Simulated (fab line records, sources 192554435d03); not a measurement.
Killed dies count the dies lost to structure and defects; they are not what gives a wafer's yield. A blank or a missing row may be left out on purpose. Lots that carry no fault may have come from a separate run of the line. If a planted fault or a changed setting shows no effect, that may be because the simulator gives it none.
Matching of chambers / flow n5Finfet / N5_BEOL_M7_DESCUM_33 on rieDiel-03 has 4 sister chambers
The step chemistry O2, time 7 s. 20 wafers are shown with their chamber, then 10 later ones without.

## EACH WAFER AND ITS CHAMBER
wafer=L076.2; chamber=2; drypumpMotorCurrentA (A)=4.8; throttleValvePct (%)=20.05; showerheadPlenumPTorr (Torr)=2.04
wafer=L076.3; chamber=0; drypumpMotorCurrentA (A)=6.7; throttleValvePct (%)=20.53; showerheadPlenumPTorr (Torr)=2.11
wafer=L076.4; chamber=3; drypumpMotorCurrentA (A)=6.0; throttleValvePct (%)=20.66; showerheadPlenumPTorr (Torr)=2.18
wafer=L077.2; chamber=2; drypumpMotorCurrentA (A)=4.9; throttleValvePct (%)=20.06; showerheadPlenumPTorr (Torr)=2.03
wafer=L077.3; chamber=3; drypumpMotorCurrentA (A)=6.0; throttleValvePct (%)=20.69; showerheadPlenumPTorr (Torr)=2.18
wafer=L077.5; chamber=2; drypumpMotorCurrentA (A)=4.8; throttleValvePct (%)=20.06; showerheadPlenumPTorr (Torr)=2.03
wafer=L078.1; chamber=1; drypumpMotorCurrentA (A)=6.0; throttleValvePct (%)=20.41; showerheadPlenumPTorr (Torr)=2.16
wafer=L078.2; chamber=3; drypumpMotorCurrentA (A)=5.9; throttleValvePct (%)=20.69; showerheadPlenumPTorr (Torr)=2.17
wafer=L078.3; chamber=2; drypumpMotorCurrentA (A)=4.9; throttleValvePct (%)=20.07; showerheadPlenumPTorr (Torr)=2.03
wafer=L083.1; chamber=0; drypumpMotorCurrentA (A)=6.8; throttleValvePct (%)=20.52; showerheadPlenumPTorr (Torr)=2.10
wafer=L083.5; chamber=3; drypumpMotorCurrentA (A)=5.9; throttleValvePct (%)=20.70; showerheadPlenumPTorr (Torr)=2.17
wafer=L083.6; chamber=2; drypumpMotorCurrentA (A)=4.9; throttleValvePct (%)=20.06; showerheadPlenumPTorr (Torr)=2.03
wafer=L085.3; chamber=1; drypumpMotorCurrentA (A)=6.1; throttleValvePct (%)=20.43; showerheadPlenumPTorr (Torr)=2.15
wafer=L085.4; chamber=2; drypumpMotorCurrentA (A)=4.9; throttleValvePct (%)=20.09; showerheadPlenumPTorr (Torr)=2.03
wafer=L085.5; chamber=0; drypumpMotorCurrentA (A)=6.7; throttleValvePct (%)=20.57; showerheadPlenumPTorr (Torr)=2.10
wafer=L087.2; chamber=2; drypumpMotorCurrentA (A)=4.9; throttleValvePct (%)=20.11; showerheadPlenumPTorr (Torr)=2.03
wafer=L087.4; chamber=1; drypumpMotorCurrentA (A)=6.1; throttleValvePct (%)=20.42; showerheadPlenumPTorr (Torr)=2.15
wafer=L087.5; chamber=2; drypumpMotorCurrentA (A)=4.9; throttleValvePct (%)=20.10; showerheadPlenumPTorr (Torr)=2.03
wafer=L089.1; chamber=3; drypumpMotorCurrentA (A)=6.0; throttleValvePct (%)=20.72; showerheadPlenumPTorr (Torr)=2.17
wafer=L089.2; chamber=2; drypumpMotorCurrentA (A)=4.9; throttleValvePct (%)=20.10; showerheadPlenumPTorr (Torr)=2.03

SIGNATURES (averages over the wafers above)
reading=drypumpMotorCurrentA; chamber 0=6.733; chamber 1=6.067; chamber 2=4.878; chamber 3=5.960; scatter within a chamber=0.0506
reading=throttleValvePct; chamber 0=20.5400; chamber 1=20.4200; chamber 2=20.0778; chamber 3=20.6920; scatter within a chamber=0.0216
reading=showerheadPlenumPTorr; chamber 0=2.1033; chamber 1=2.1533; chamber 2=2.0311; chamber 3=2.1740; scatter within a chamber=0.00462
Rule: a wafer's distance from a chamber is the root of the sum, over the readings, of the square of ((its reading less the chamber's mean) divided by the reading's scatter). The wafer belongs to the nearest chamber; if the next one is less than 2 further off, it can't be placed. The scatter: take each reading less its chamber's mean, square it, sum over the shown wafers, divide by the number of wafers less the number of chambers, and take the root.

## WAFERS WITHOUT THEIR CHAMBER
wafer=L089.6; drypumpMotorCurrentA (A)=4.9; throttleValvePct (%)=20.09; showerheadPlenumPTorr (Torr)=2.03
wafer=L091.3; drypumpMotorCurrentA (A)=6.1; throttleValvePct (%)=20.46; showerheadPlenumPTorr (Torr)=2.15
wafer=L091.4; drypumpMotorCurrentA (A)=6.7; throttleValvePct (%)=20.56; showerheadPlenumPTorr (Torr)=2.10
wafer=L091.5; drypumpMotorCurrentA (A)=4.9; throttleValvePct (%)=20.11; showerheadPlenumPTorr (Torr)=2.03
wafer=L092.1; drypumpMotorCurrentA (A)=4.9; throttleValvePct (%)=20.11; showerheadPlenumPTorr (Torr)=2.02
wafer=L092.2; drypumpMotorCurrentA (A)=6.1; throttleValvePct (%)=20.45; showerheadPlenumPTorr (Torr)=2.15
wafer=L092.5; drypumpMotorCurrentA (A)=6.8; throttleValvePct (%)=20.56; showerheadPlenumPTorr (Torr)=2.10
wafer=L094.1; drypumpMotorCurrentA (A)=6.1; throttleValvePct (%)=20.45; showerheadPlenumPTorr (Torr)=2.14
wafer=L094.4; drypumpMotorCurrentA (A)=6.7; throttleValvePct (%)=20.57; showerheadPlenumPTorr (Torr)=2.10
wafer=L094.5; drypumpMotorCurrentA (A)=6.7; throttleValvePct (%)=20.58; showerheadPlenumPTorr (Torr)=2.10

## EACH ONE'S CHAMBER
wafer=L089.6; from the rows above=2; in truth=2
wafer=L091.3; from the rows above=1; in truth=1
wafer=L091.4; from the rows above=0; in truth=0
wafer=L091.5; from the rows above=2; in truth=2
wafer=L092.1; from the rows above=2; in truth=2
wafer=L092.2; from the rows above=1; in truth=1
wafer=L092.5; from the rows above=0; in truth=0
wafer=L094.1; from the rows above=1; in truth=1
wafer=L094.4; from the rows above=0; in truth=0
wafer=L094.5; from the rows above=0; in truth=0
Placed correctly: 10 of 10. Left unplaced by these rows: 0. Wrongly placed: 0.
